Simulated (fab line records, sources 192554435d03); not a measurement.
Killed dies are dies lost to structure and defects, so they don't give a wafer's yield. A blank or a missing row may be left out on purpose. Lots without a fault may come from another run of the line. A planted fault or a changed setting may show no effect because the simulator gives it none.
Which tool did it? | flow n5_finfet | 6 lots, 18 wafers sampled, at 3 steps of a route of 1938

WHAT THE GAUGES READ, wafer by wafer
N5_BEOL_M9_OCD_MEAS_38.
lot  | measured     | on     | trench_depth_nm (nm)
L741 | day 9 22:45  | ocd-01 | 148 151 151
L742 | day 10 11:09 | ocd-01 | 151 149 148
L744 | day 10 21:22 | ocd-01 | 149 147 146
L747 | day 11 09:16 | ocd-02 | 147 151 152
L752 | day 12 23:44 | ocd-01 | 105 104 105
L753 | day 13 08:20 | ocd-02 | 105 111 107

WHICH TOOL RAN EACH LOT (tool, then ch and the chambers of the sampled wafers, then the start)
lot  | N5_BEOL_M9_ETCH_66                 | N5_BEOL_M9_TRENCH_ETCH_37
L741 | rie_diel-06 ch 0,1,3, day 9 22:22  | rie_diel-06 ch 0,1,3, day 9 22:35
L742 | rie_diel-05 ch 0,2, day 10 10:46   | rie_diel-05 ch 0,2, day 10 10:58
L744 | rie_diel-02 ch 2,3, day 10 20:59   | rie_diel-02 ch 2,3, day 10 21:11
L747 | rie_diel-02 ch 0,2,3, day 11 08:53 | rie_diel-02 ch 0,2,3, day 11 09:05
L752 | rie_diel-05 ch 0,1,2, day 12 23:22 | rie_diel-05 ch 0,1,2, day 12 23:34
L753 | rie_diel-06 ch 0,1,2, day 13 07:58 | rie_diel-06 ch 0,1,2, day 13 08:10
- N5_BEOL_M9_ETCH_66: etches SOC in N2/H2, target depth 80 nm, overetch 16 nm, time 120 s.
- N5_BEOL_M9_TRENCH_ETCH_37: etches SiCOH lowk in C4F6/O2, target depth 151.43 nm, time 49 s.

THE ANSWER, worked out from the rows above alone
Rule: what is usual is taken from the lots themselves. Put in order of their means at a reading, lots are off if they are a third of the lots or fewer, leave a main group of 4 or more, and stand apart from it by a gap of 3 or more times the standard deviation of the main group's means; of several such gaps the widest counts. A main group whose means are all the same, to the digits that the tables above print for the reading, isn't used. A lot without any number at a reading at which 4 lots or more have one is off too. The other lots that the step has rows for count as sound.
Off: L752, L753, at N5_BEOL_M9_OCD_MEAS_38 (trench_depth_nm). The main group: mean 149 nm, standard deviation 1.1.
A tool fits if, at a process step before that reading, it ran every lot that is off, and no sound lot after the first of them. The gauges at N5_BEOL_M9_OCD_MEAS_38 are tried like those tools. None of those tried fits.

WHAT THE SIMULATOR HAD PUT IN
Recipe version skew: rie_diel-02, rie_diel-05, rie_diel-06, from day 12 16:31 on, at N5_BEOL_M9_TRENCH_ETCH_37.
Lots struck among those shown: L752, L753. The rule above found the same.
